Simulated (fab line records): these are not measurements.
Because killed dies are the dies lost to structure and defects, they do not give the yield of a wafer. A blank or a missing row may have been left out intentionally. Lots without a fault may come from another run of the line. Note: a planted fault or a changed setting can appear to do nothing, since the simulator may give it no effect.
Chamber matching + flow n5_finfet + pecvd-03 running N5_BEOL_M10_DEP_56: 3 sister chambers
The step deposits SiCN from 3MS/NH3, target thk 15 nm, time 26.5 s. 22 wafers are shown with their chamber, then 11 later ones without.

== EACH WAFER AND ITS CHAMBER ==
| wafer  | chamber | showerhead_plenum_p_Torr (Torr) | throttle_valve_pct (%) |
|--------|---------|---------------------------------|------------------------|
| L075.2 | 0       | 3.688                           | 8.6                    |
| L075.3 | 2       | 3.649                           | 9.1                    |
| L075.6 | 1       | 3.673                           | 9.8                    |
| L077.1 | 0       | 3.680                           | 8.9                    |
| L077.2 | 2       | 3.630                           | 9.1                    |
| L077.5 | 0       | 3.667                           | 8.9                    |
| L078.2 | 2       | 3.649                           | 8.7                    |
| L078.4 | 2       | 3.643                           | 9.4                    |
| L078.6 | 0       | 3.685                           | 8.8                    |
| L086.2 | 2       | 3.640                           | 9.1                    |
| L086.3 | 1       | 3.683                           | 9.6                    |
| L086.4 | 2       | 3.639                           | 9.1                    |
| L087.4 | 0       | 3.682                           | 8.9                    |
| L087.5 | 1       | 3.673                           | 9.5                    |
| L087.6 | 2       | 3.646                           | 8.9                    |
| L088.2 | 1       | 3.683                           | 9.5                    |
| L088.4 | 0       | 3.691                           | 8.7                    |
| L088.6 | 2       | 3.643                           | 9.4                    |
| L090.4 | 1       | 3.678                           | 9.5                    |
| L090.5 | 2       | 3.644                           | 9.5                    |
| L090.6 | 0       | 3.687                           | 8.9                    |
| L091.1 | 1       | 3.676                           | 9.7                    |

SIGNATURES (means of the wafers above)
| reading                  | chamber 0 | chamber 1 | chamber 2 | scatter within a chamber |
|--------------------------|-----------|-----------|-----------|--------------------------|
| showerhead_plenum_p_Torr | 3.68286   | 3.67767   | 3.64256   | 0.00629                  |
| throttle_valve_pct       | 8.814     | 9.600     | 9.144     | 0.191                    |
Rule: for each reading, subtract the chamber's mean from the wafer's reading, divide by that reading's scatter and square the result; add these up over the readings and take the root, which gives the wafer's distance from the chamber. The wafer belongs to the nearest chamber; if the next one is less than 2 further off, it can't be placed. The scatter: the root of (the sum of the squares of (reading less its chamber's mean) over the shown wafers, divided by (wafers less chambers)).

== WAFERS WHOSE CHAMBER IS MISSING ==
| wafer  | showerhead_plenum_p_Torr (Torr) | throttle_valve_pct (%) |
|--------|---------------------------------|------------------------|
| L091.4 | 3.686                           | 8.7                    |
| L091.5 | 3.636                           | 8.7                    |
| L093.1 | 3.687                           | 9.0                    |
| L093.3 | 3.646                           | 9.0                    |
| L093.4 | 3.683                           | 8.7                    |
| L094.1 | 3.672                           | 9.4                    |
| L094.2 | 3.697                           | 8.8                    |
| L094.3 | 3.646                           | 9.2                    |
| L094.4 | 3.641                           | 9.3                    |
| L094.5 | 3.693                           | 9.0                    |
| L094.6 | 3.674                           | 9.5                    |

== CHAMBER TAKEN BY EACH ==
| wafer  | from the rows above | in truth |
|--------|---------------------|----------|
| L091.4 | 0                   | 0        |
| L091.5 | 2                   | 2        |
| L093.1 | 0                   | 0        |
| L093.3 | 2                   | 2        |
| L093.4 | 0                   | 0        |
| L094.1 | 1                   | 1        |
| L094.2 | 0                   | 0        |
| L094.3 | 2                   | 2        |
| L094.4 | 2                   | 2        |
| L094.5 | 0                   | 0        |
| L094.6 | 1                   | 1        |
Correct placement for 11 of the 11. Can't be placed from these rows: 0. Wrongly placed: 0.
